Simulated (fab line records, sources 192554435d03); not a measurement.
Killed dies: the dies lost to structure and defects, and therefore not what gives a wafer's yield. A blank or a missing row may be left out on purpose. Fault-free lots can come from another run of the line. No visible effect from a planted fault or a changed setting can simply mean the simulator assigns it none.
Split-lot trial / flow n5-finfet / on a route of 1938 steps: 7 lots, 21 wafers read

== ABOUT THE SPLIT ==
At N5_BEOL_M9_ETCH_62 (etches SOC in N2/H2, target depth 110 nm, overetch 22 nm, time 165 s), the setting source-w was moved away from the recipe's 840 W on 5 of the 21 wafers read, by -14.7% to +16.7%. All remaining wafers had this setting at the recipe value.

The reading comes from the split's own step.

== THE READING ==
rf-vpp-V, in V, at N5_BEOL_M9_ETCH_62 (etches SOC in N2/H2, target depth 110 nm, overetch 22 nm, time 165 s). A value of 524.0 V with a standard deviation of 2.7 V is what fault-free wafers of this fab line usually give.

wafer=L074.1; tool, chamber at the split=rie-diel-02, 1; source-w as run, W=840; against the recipe=recipe; rf-vpp-V, V=527.0; against lot-mates on the recipe=-
wafer=L074.2; tool, chamber at the split=rie-diel-02, 3; source-w as run, W=840; against the recipe=recipe; rf-vpp-V, V=520.8; against lot-mates on the recipe=-
wafer=L074.5; tool, chamber at the split=rie-diel-02, 3; source-w as run, W=840; against the recipe=recipe; rf-vpp-V, V=520.4; against lot-mates on the recipe=-
wafer=L082.2; tool, chamber at the split=rie-diel-02, 1; source-w as run, W=840; against the recipe=recipe; rf-vpp-V, V=524.1; against lot-mates on the recipe=-
wafer=L082.5; tool, chamber at the split=rie-diel-02, 0; source-w as run, W=840; against the recipe=recipe; rf-vpp-V, V=523.9; against lot-mates on the recipe=-
wafer=L082.6; tool, chamber at the split=rie-diel-02, 3; source-w as run, W=753.8; against the recipe=-10.3%; rf-vpp-V, V=538.4; against lot-mates on the recipe=+14.4
wafer=L086.1; tool, chamber at the split=rie-diel-05, 2; source-w as run, W=840; against the recipe=recipe; rf-vpp-V, V=526.0; against lot-mates on the recipe=-
wafer=L086.4; tool, chamber at the split=rie-diel-05, 0; source-w as run, W=840; against the recipe=recipe; rf-vpp-V, V=526.6; against lot-mates on the recipe=-
wafer=L086.5; tool, chamber at the split=rie-diel-05, 1; source-w as run, W=716.9; against the recipe=-14.7%; rf-vpp-V, V=548.3; against lot-mates on the recipe=+22.0
wafer=L084.4; tool, chamber at the split=rie-diel-05, 0; source-w as run, W=800.2; against the recipe=-4.7%; rf-vpp-V, V=535.4; against lot-mates on the recipe=+9.9
wafer=L084.5; tool, chamber at the split=rie-diel-05, 0; source-w as run, W=800.2; against the recipe=-4.7%; rf-vpp-V, V=535.8; against lot-mates on the recipe=+10.3
wafer=L084.6; tool, chamber at the split=rie-diel-05, 3; source-w as run, W=840; against the recipe=recipe; rf-vpp-V, V=525.5; against lot-mates on the recipe=-
wafer=L091.1; tool, chamber at the split=rie-diel-02, 1; source-w as run, W=840; against the recipe=recipe; rf-vpp-V, V=525.1; against lot-mates on the recipe=-
wafer=L091.4; tool, chamber at the split=rie-diel-02, 2; source-w as run, W=840; against the recipe=recipe; rf-vpp-V, V=521.7; against lot-mates on the recipe=-
wafer=L091.5; tool, chamber at the split=rie-diel-02, 3; source-w as run, W=980.1; against the recipe=+16.7%; rf-vpp-V, V=493.3; against lot-mates on the recipe=-30.1
wafer=L092.3; tool, chamber at the split=rie-diel-05, 3; source-w as run, W=840; against the recipe=recipe; rf-vpp-V, V=526.2; against lot-mates on the recipe=-
wafer=L092.5; tool, chamber at the split=rie-diel-05, 3; source-w as run, W=840; against the recipe=recipe; rf-vpp-V, V=526.3; against lot-mates on the recipe=-
wafer=L092.6; tool, chamber at the split=rie-diel-05, 1; source-w as run, W=840; against the recipe=recipe; rf-vpp-V, V=519.3; against lot-mates on the recipe=-
wafer=L093.3; tool, chamber at the split=rie-diel-01, 3; source-w as run, W=840; against the recipe=recipe; rf-vpp-V, V=518.2; against lot-mates on the recipe=-
wafer=L093.4; tool, chamber at the split=rie-diel-01, 0; source-w as run, W=840; against the recipe=recipe; rf-vpp-V, V=519.8; against lot-mates on the recipe=-
wafer=L093.6; tool, chamber at the split=rie-diel-01, 1; source-w as run, W=840; against the recipe=recipe; rf-vpp-V, V=523.7; against lot-mates on the recipe=-

THE FIT
A straight line over all 21 wafers: rf-vpp-V changes by -1.76 V for each +1% of source-w; r = -0.96; the points scatter about the line by 3 V.
The same after taking each lot's own level away (the mean of its wafers on the recipe; 21 wafers): -1.66 V for each +1%; r = -0.97; scatter 2.4 V.
According to that fit, moving source-w by its largest amount changes the reading by 28 V.
The span of the lots' own levels, 520.57 to 526.30 V, comes to 2.1 times the standard deviation stated above.
So the lot-to-lot level changes the slope little: the two slopes agree.
Check: for one of the wafers moved furthest among these (+16.7%), held out of the fit, the line's prediction against its lot-mates is -25.4 V. It came out at -30.1 V against them.
Tool readings at the split's step, against how far the setting was moved: rf-vpp-V r = -0.96.

== FURTHER SPLITS ON THESE WAFERS ==
Note: prior to the reading, these wafers also went through further splits. Each is held against what the fit with the lots' levels taken away leaves over:
other split on the same wafers=N5_BEOL_M7_PECVD_70 temp-c; wafers away from the commonest value=6; r with rf-vpp-V (lot level and that fit taken away)=-0.08
other split on the same wafers=N5_BEOL_M8_TRENCH_ETCH_37 source-w; wafers away from the commonest value=7; r with rf-vpp-V (lot level and that fit taken away)=-0.22

== THE FILE'S OWN FIT ==
rf-vpp-V changes by -1.64 V for each +1% of source-w, r = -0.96.
